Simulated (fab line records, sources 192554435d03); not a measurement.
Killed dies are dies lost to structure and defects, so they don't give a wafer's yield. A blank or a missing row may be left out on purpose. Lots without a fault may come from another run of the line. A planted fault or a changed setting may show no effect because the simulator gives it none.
fab line records | flow n5_finfet
record lots=10 wafers=30 last_day=17
route steps=1938 shown TV_OPEN@1889 PASSIVATION@1908
lots that met no fault: from a run of the same line without faults
start_h: hours from the record's first day to the start of the lot's first wafer shown | wait_h: hours since the lot's step before | " the same as in the row above | L1.1+2: a row that stands for several wafers | - no value, or no start given | * or withheld: withheld | < > ~ a bound
route shown NAME@n: a module of which the file shows steps, and the number in the route of the first | usual: mean/standard deviation of fault-free wafers | same: alike in all rows | chamber/n: place in a boat | sites: the reading at each site | _std_site: their standard deviation | _edge_site: outer sites' mean less inner sites' | radius_mm: how far each site lies from the wafer's centre | mask NAME#n: copy n | behind: the tool/chamber that last shaped the wafer | hold: why the lot was held/for how many hours/how that ended | device: the transistor (n, p or np) that didn't switch | end of line: the same wafers' tests at the end of the route | a step without rows: its recipe alone | killed: dies lost to structure and defects at the first sort, not the wafer's yield | map: a wafer's dies, x killed, . not, _ none there
set.NAME: the setting as run; set.NAME@STEP: as run at that earlier step | model.NAME: the simulator's own value behind a step, which no gauge read
steps of the route over a sample of lots; a table a step, a row a wafer
services: from which hour (start_h, from the record's first day; less than 0 if before it) a tool's chamber was out of use, for how many hours, and why
## steps
# step N5_PASSIVATION_STRIP_14
# recipe chemistry=O2 power_w=600 temp_c=60 pressure_mtorr=30 rf_frequency_hz=6e+07 bias_power_w=0 overash_fraction=0.5 o2_flow_sccm=225
# usual drypump_motor_current_A=5.9/0.51 oes_product_au=0.76/0.092 rf_vpp_V=3.7/0.96 showerhead_plenum_p_Torr=2.11/0.08 throttle_valve_pct=16.69/0.2
# columns lot.wafer tool chamber start_h wait_h drypump_motor_current_A oes_product_au rf_hours_counter_h rf_vpp_V showerhead_plenum_p_Torr throttle_valve_pct
L952.1 rie_diel-02 1 292.11 0.1 6.1 0.74 181 3.0 1.99 16.64
L952.5 " 3 " " 6.6 0.92 - 3.7 2.16 16.62
L952.6 " 2 " " 6.1 0.70 - 3.7 2.07 16.59
L951.1 rie_diel-02 1 297.27 0.1 6.2 0.72 183 2.8 1.99 16.62
L951.3 " 3 " " 6.6 0.91 27 4.8 2.16 16.60
L951.5 " 3 " " 6.6 0.90 - 4.0 2.16 16.61
L953.1 rie_diel-03 1 305.62 0.1 6.5 0.70 223 3.8 2.10 17.01
L953.3 " 2 " " 5.3 0.69 236 4.0 2.07 16.60
L953.5 " 0 " " 5.9 0.92 - 2.4 2.22 16.36
L955.1 rie_diel-02 2 308.98 0.1 6.1 0.70 199 3.8 2.07 16.60
L955.3 " 1 " " 6.2 0.73 186 2.5 1.99 16.60
L955.5 " 2 " " 6.2 0.71 - 2.2 2.07 16.60
L956.2 rie_diel-02 3 310.75 0.1 6.6 0.91 32 2.6 2.16 16.64
L956.3 " 2 " " 6.1 0.70 200 3.4 2.07 16.60
L956.5 " 2 " " 6.1 0.71 - 0.9 2.07 16.61
L961.2 rie_diel-02 1 343.70 0.1 6.1 0.72 192 4.3 1.99 16.63
L961.3 " 3 " " 6.7 0.87 44 4.8 2.16 16.66
L961.5 " 2 " " 6.1 0.68 - 3.1 2.06 16.65
L962.2 rie_diel-04 1 356.99 0.1 6.0 0.69 212 2.3 2.15 16.77
L962.3 " 3 " " 5.9 0.67 233 2.9 2.17 16.86
L962.5 " 0 " " 6.3 0.96 - 2.4 2.21 16.51
L965.1 rie_diel-02 2 381.68 0.1 6.1 0.69 224 4.0 2.06 16.63
L965.3 " 1 " " 6.1 0.71 205 5.0 1.99 16.64
L965.6 " 2 " " 6.1 0.69 - 4.2 2.06 16.62
L967.3 rie_diel-02 2 388.70 0.1 6.1 0.70 226 4.8 2.06 16.65
L967.5 " 2 " " 6.1 0.69 - 3.7 2.06 16.67
L967.6 " 3 " " 6.6 0.86 - 3.2 2.15 16.68
L971.1 rie_diel-03 2 404.19 0.1 5.3 0.94 6 2.9 2.06 16.20
L971.2 " 0 " " 5.9 0.86 55 3.1 2.20 16.40
L971.6 " 0 " " 5.9 0.84 - 4.1 2.20 16.41
# step N5_PASSIVATION_DESCUM_32
# recipe chemistry=O2 time_s=7.9 source_power_w=50 bias_power_w=20 pressure_mtorr=20 rf_frequency_hz=2.712e+07 temp_c=40 o2_flow_sccm=225
# usual drypump_motor_current_A=5.7/0.55 oes_product_au=0.81/0.09 rf_vpp_V=243.2/1.3 showerhead_plenum_p_Torr=2.10/0.059 throttle_valve_pct=20.43/0.22
# columns lot.wafer tool chamber start_h wait_h drypump_motor_current_A oes_product_au rf_hours_counter_h rf_vpp_V showerhead_plenum_p_Torr throttle_valve_pct
L952.1 rie_diel-05 3 293.27 0.0 5.7 0.80 94 244.5 2.18 20.08
L952.5 " 0 " " 6.6 0.93 - 242.6 2.05 20.04
L952.6 " 1 " " 5.7 0.74 - 244.8 2.18 20.61
L951.1 rie_diel-01 1 299.03 0.0 5.9 0.87 48 241.2 2.04 20.39
L951.3 " 0 " " 5.2 0.78 102 242.9 2.02 20.48
L951.5 " 0 " " 5.1 0.78 - 242.4 2.02 20.48
L953.1 rie_diel-06 2 306.74 0.0 6.6 0.93 15 243.6 2.14 20.35
L953.3 " 0 " " 4.9 0.81 90 241.6 2.05 20.65
L953.5 " 3 " " 5.8 0.70 - 242.4 2.08 20.77
L955.1 rie_diel-01 0 310.55 0.0 5.1 0.78 107 242.0 2.02 20.49
L955.3 " 1 " " 5.9 0.86 53 242.0 2.04 20.40
L955.5 " 1 " " 5.9 0.86 - 243.7 2.04 20.40
L956.2 rie_diel-06 1 314.42 1.3 5.1 0.70 197 242.4 2.07 20.33
L956.3 " 0 " " 4.9 0.80 93 243.1 2.05 20.64
L956.5 " 1 " " 5.2 0.71 - 242.9 2.07 20.35
L961.2 rie_diel-05 2 345.17 0.0 5.1 0.94 20 244.0 2.13 20.42
L961.3 " 3 " " 5.7 0.78 111 245.7 2.18 20.10
L961.5 " 2 " " 5.1 0.94 - 243.7 2.13 20.42
L962.2 rie_diel-01 1 358.91 0.4 5.9 0.83 73 242.3 2.03 20.42
L962.3 " 0 " " 5.1 0.77 127 240.9 2.01 20.52
L962.5 " 3 " " 5.2 0.94 - 243.8 2.15 20.59
L965.1 rie_diel-06 3 383.17 0.0 5.8 0.68 231 244.8 2.07 20.81
L965.3 " 1 " " 5.1 0.69 223 244.4 2.06 20.38
L965.6 " 2 " " 6.6 0.87 - 243.0 2.13 20.40
L967.3 rie_diel-05 3 390.05 0.0 5.7 0.76 128 244.8 2.17 20.13
L967.5 " 3 " " 5.7 0.77 - 246.4 2.17 20.13
L967.6 " 0 " " 6.6 0.88 - 241.9 2.03 20.11
L971.1 rie_diel-01 1 405.58 0.0 5.9 0.80 87 241.3 2.03 20.45
L971.2 " 2 " " 6.1 0.92 16 243.0 2.16 20.41
L971.6 " 0 " " 5.2 0.75 - 240.9 2.00 20.55
# step N5_PASSIVATION_ETCH_59
# recipe chemistry=Cl2/BCl3 target=TaN target_depth_a=650 time_s=34.9 ion_energy_ev=100 pressure_mtorr=10 icp_w=900 bias_w=100 Cl2_flow_sccm=60 bcl3_flow_sccm=30
# usual drypump_motor_current_A=5.6/0.41 he_backside_leak_sccm=3.36/0.27 oes_product_au=0.79/0.071 throttle_valve_pct=21.08/0.13
# columns lot.wafer tool chamber start_h wait_h drypump_motor_current_A he_backside_leak_sccm oes_product_au rf_hours_counter_h throttle_valve_pct
L952.1 rie_metal-01 0 293.89 0.4 5.3 2.98 0.74 64 21.27
L952.5 " 0 " " 5.3 3.24 0.74 - 21.30
L952.6 " 1 " " 5.2 3.41 0.82 - 21.07
L951.1 rie_metal-03 1 299.51 0.3 6.2 2.95 0.88 11 20.95
L951.3 " 0 " " 5.4 3.30 0.70 - 21.19
L951.5 " 0 " " 5.4 3.26 0.69 - 21.20
L953.1 rie_metal-01 1 307.36 0.4 5.2 3.49 0.82 25 21.07
L953.3 " 0 " " 5.3 3.14 0.73 - 21.28
L953.5 " 0 " " 5.2 3.11 0.74 - 21.30
L955.1 rie_metal-01 1 311.04 0.3 5.2 3.45 0.82 26 21.06
L955.3 " 0 " " 5.3 3.41 0.74 - 21.28
L955.5 " 1 " " 5.2 3.64 0.82 - 21.06
L956.2 rie_metal-01 1 314.91 0.3 5.2 3.61 0.81 27 21.07
L956.3 " 0 " " 5.3 3.17 0.74 - 21.28
L956.5 " 0 " " 5.3 3.04 0.73 - 21.30
L961.2 rie_metal-01 0 345.67 0.3 5.3 3.27 0.73 70 21.27
L961.3 " 1 " " 5.2 5.27 0.82 - 21.06
L961.5 " 0 " " 5.3 3.21 0.74 - 21.26
L962.2 rie_metal-03 1 359.40 0.3 6.2 3.19 0.86 18 20.93
L962.3 " 1 " " 6.2 3.06 0.86 - 20.91
L962.5 " 1 " " 6.2 3.10 0.86 - 20.92
L965.1 rie_metal-03 0 383.66 0.3 5.4 3.21 0.68 98 21.20
L965.3 " 1 " " 6.2 2.96 0.85 - 20.92
L965.6 " 0 " " 5.4 3.31 0.68 - 21.20
L967.3 rie_metal-02 1 390.56 0.2 5.1 3.48 0.77 - 20.96
L967.5 " 1 " " 5.1 3.83 0.77 - 20.96
L967.6 " 0 " " 6.0 3.23 0.85 - 21.09
L971.1 rie_metal-03 0 406.07 0.3 5.4 3.43 0.68 100 21.21
L971.2 " 1 " " 6.2 3.16 0.84 22 20.95
L971.6 " 0 " " 5.4 3.61 0.68 - 21.18
# step N5_PASSIVATION_PASS_ETCH_47
# recipe chemistry=CF4/O2 target=SiNx target_depth_a=7700 time_s=385 ion_energy_ev=100 pressure_mtorr=40 source_w=535 bias_w=49 Ar_flow_sccm=100 cf4_flow_sccm=100 O2_flow_sccm=10
# usual drypump_motor_current_A=5.7/0.5 oes_product_au=0.81/0.084 rf_vpp_V=243/3.8 showerhead_plenum_p_Torr=2.21/0.065 throttle_valve_pct=15.89/0.21
# columns lot.wafer tool chamber start_h wait_h drypump_motor_current_A oes_product_au rf_hours_counter_h rf_vpp_V showerhead_plenum_p_Torr throttle_valve_pct
L952.1 rie_diel-01 2 295.21 0.0 6.1 0.71 229 240 2.27 16.10
L952.5 " 2 " " 6.1 0.71 - 237 2.27 16.10
L952.6 " 1 " " 5.9 0.87 - 241 2.15 15.77
L951.1 rie_diel-01 3 300.80 0.0 5.2 0.69 248 245 2.26 16.43
L951.3 " 0 " " 5.2 0.78 102 247 2.12 15.94
L951.5 " 0 " " 5.2 0.79 - 249 2.12 15.93
L953.1 rie_diel-06 1 308.89 0.0 5.1 0.72 194 238 2.20 15.90
L953.3 " 3 " " 5.8 0.70 206 240 2.18 16.21
L953.5 " 3 " " 5.8 0.70 - 241 2.18 16.23
L955.1 rie_diel-05 3 312.48 0.0 5.7 0.80 100 242 2.30 15.62
L955.3 " 1 " " 5.7 0.75 147 250 2.29 16.12
L955.5 " 0 " " 6.5 0.91 - 240 2.16 15.47
L956.2 rie_diel-06 3 316.32 0.0 5.8 0.70 209 239 2.18 16.23
L956.3 " 0 " " 4.9 0.79 93 245 2.14 15.95
L956.5 " 0 " " 4.9 0.79 - 245 2.14 15.97
L961.2 rie_diel-05 3 354.87 0.0 5.7 0.78 114 241 2.30 15.65
L961.3 " 2 " " 5.1 0.93 23 248 2.25 15.83
L961.5 " 1 " " 5.8 0.73 - 251 2.29 16.15
L962.2 rie_diel-01 0 360.70 0.0 5.1 0.76 128 247 2.12 15.97
L962.3 " 1 " " 5.9 0.83 74 240 2.14 15.82
L962.5 " 0 " " 5.1 0.76 - 249 2.12 15.98
L965.1 rie_diel-05 1 385.15 0.0 5.7 0.73 172 252 2.29 16.15
L965.3 " 0 " " 6.6 0.88 52 242 2.15 15.54
L965.6 " 3 " " 5.7 0.76 - 240 2.29 15.69
L967.3 rie_diel-06 1 391.97 0.0 5.1 0.69 227 239 2.19 15.93
L967.5 " 2 " " 6.6 0.88 - 244 2.24 15.78
L967.6 " 3 " " 5.8 0.69 - 239 2.18 16.27
L971.1 rie_diel-05 1 407.59 0.0 5.8 0.72 180 249 2.28 16.17
L971.2 " 0 " " 6.6 0.86 61 241 2.15 15.53
L971.6 " 0 " " 6.6 0.87 - 240 2.15 15.55
# step N5_PASSIVATION_PROBE_49
# usual defect_limited_yield=91.3/1.5 killed_at_M0_to_M3=33/12 killed_at_M4_up=13/5.2 killed_at_contacts=13/6.7 killed_at_front_end=40/11 killed_at_other=4.1/2.7 killed_dies=103/17 killed_open=69/13 killed_short=33/8.4 sort_bin_5_function=5.1/1 sort_bin_6_memory=3.2/0.62 sort_n_pass=1077/17 sort_yield_pct=91.3/1.5
# same gross_dies=1180 killed_at_back_side=0 sort_bin_4_leakage[%]=0 sort_bin_8_speed[%]=0
# columns lot.wafer tool chamber start_h wait_h defect_limited_yield[%] killed_at_M0_to_M3 killed_at_M4_up killed_at_contacts killed_at_front_end killed_at_other killed_dies killed_open killed_short sort_bin_5_function[%] sort_bin_6_memory[%] sort_n_pass sort_yield_pct[%]
L956.2 prober-02 - 319.40 0.1 81.5 22 14 11 55 116 218 71 34 12.5 4.4 962 81.5
L956.3 prober-02 - 319.45 0.1 81.2 42 15 12 46 107 222 77 36 12.4 4.6 958 81.2
L956.5 prober-02 - 319.55 0.2 83.0 14 5 11 49 122 201 54 27 10.4 3.4 979 83.0
L961.2 prober-01 - 358.89 0.9 82.0 30 13 5 36 128 212 66 19 11.0 4.7 968 82.0
L961.3 prober-01 - 358.94 1.0 82.6 25 13 4 41 122 205 57 30 11.9 3.6 975 82.6
L961.5 prober-01 - 359.04 1.1 84.2 24 8 12 24 118 186 46 23 10.4 3.3 994 84.2
# killed by level:class
L956.2 PASSIVATION:unspecified=113 FIN_SAQP:geometric_particle:open=23 FIN_SAQP:geometric_particle:short=11 MOL_CONTACT_COAG:geometric_particle:open=8 STI_FIN_REVEAL:geometric_particle:open=7 GATE_CUT:geometric_particle:short=5 BEOL_M0_SAQP:geometric_particle:open=5 BEOL_M0_SAQP:geometric_particle:short=5
L956.3 PASSIVATION:unspecified=106 FIN_SAQP:geometric_particle:short=16 BEOL_M3:geometric_particle:open=11 FIN_SAQP:geometric_particle:open=10 BEOL_M0_SAQP:geometric_particle:open=10 MOL_CONTACT_COAG:geometric_particle:open=9 STI_FIN_REVEAL:geometric_particle:open=8 BEOL_M2:geometric_particle:open=6
L956.5 PASSIVATION:unspecified=120 FIN_SAQP:geometric_particle:open=16 MOL_CONTACT_COAG:geometric_particle:open=11 STI_FIN_REVEAL:geometric_particle:open=8 GATE_CUT:geometric_particle:short=7 FIN_SAQP:geometric_particle:short=5 GATE_CUT:geometric_particle:open=3 BEOL_M0_SAQP:geometric_particle:short=3
L961.2 PASSIVATION:unspecified=124 FIN_SAQP:geometric_particle:open=13 BEOL_M0_SAQP:geometric_particle:open=8 BEOL_M2:geometric_particle:open=7 SPACER0:geometric_particle:open=6 BEOL_M0_SAQP:geometric_particle:short=5 BEOL_M4:geometric_particle:open=5 BEOL_M3:geometric_particle:open=5
L961.3 PASSIVATION:unspecified=116 STI_FIN_REVEAL:geometric_particle:open=17 BEOL_M2:geometric_particle:open=9 BEOL_M0_SAQP:geometric_particle:short=7 STI_FIN_REVEAL:geometric_particle:short=5 BEOL_M7:geometric_particle:open=5 FIN_SAQP:geometric_particle:short=4 BEOL_M3:geometric_particle:open=3
L961.5 PASSIVATION:unspecified=116 BEOL_M2:geometric_particle:open=12 MOL_CONTACT_COAG:geometric_particle:open=11 STI_FIN_REVEAL:geometric_particle:open=8 BEOL_M0_SAQP:geometric_particle:short=6 FIN_SAQP:geometric_particle:short=4 BEOL_M2:geometric_particle:short=4 STARTING-WAFER:geometric_particle:short=4
## services
# columns tool chamber start_h hours kind
rie_metal-03 - 277.13 0.7 repair
rie_metal-01 - 277.25 0.9 repair
rie_diel-01 2 285.88 1.5 repair
rie_diel-01 0 288.34 2.1 repair
rie_diel-01 3 305.54 - clean
rie_diel-01 3 305.54 - consumable_replace:focus_ring
rie_diel-01 3 305.54 19.3 scheduled_down
rie_diel-01 3 305.54 19.3 vent_cycle
rie_diel-04 2 316.38 2.4 repair
rie_diel-06 3 325.99 4.0 repair
rie_diel-02 1 327.06 13.8 repair
rie_diel-03 2 333.27 7.1 repair
rie_diel-06 2 334.33 4.9 repair
rie_diel-06 3 343.16 4.0 repair
rie_diel-03 3 347.79 18.3 repair
rie_diel-01 2 351.41 - clean
rie_diel-01 2 351.41 - consumable_replace:focus_ring
rie_diel-01 2 351.41 12.2 scheduled_down
rie_diel-01 2 351.41 12.2 vent_cycle
rie_metal-03 - 365.03 2.8 pm
rie_diel-03 2 366.13 - clean
rie_diel-03 1 386.02 11.1 repair
rie_diel-06 - 386.51 0.4 repair
rie_diel-04 - 399.04 2.8 pm
## key
first_sign step=N5_PASSIVATION_PROBE_49 reading=killed_at_other direction=up sigmas=42 usual=4.1 struck=118.8
effect step=N5_PASSIVATION_PROBE_49 reading=killed_dies direction=up sigmas=6 usual=103 struck=207
more_kills_born_at N5_PASSIVATION_ETCH_59@rie_metal-01=695
met_at N5_PASSIVATION_ETCH_59
struck_lots L956,L961
not_acting_at N5_PASSIVATION_STRIP_14,N5_PASSIVATION_DESCUM_32,N5_PASSIVATION_PASS_ETCH_47
onset_between 311.04 314.91
fault kind=chamber_particle_source tool=rie_metal-01 chamber=- onset_h=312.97 steps=N5_PASSIVATION_ETCH_59 rate_per_visit_cm2=0.71766 end_h=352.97
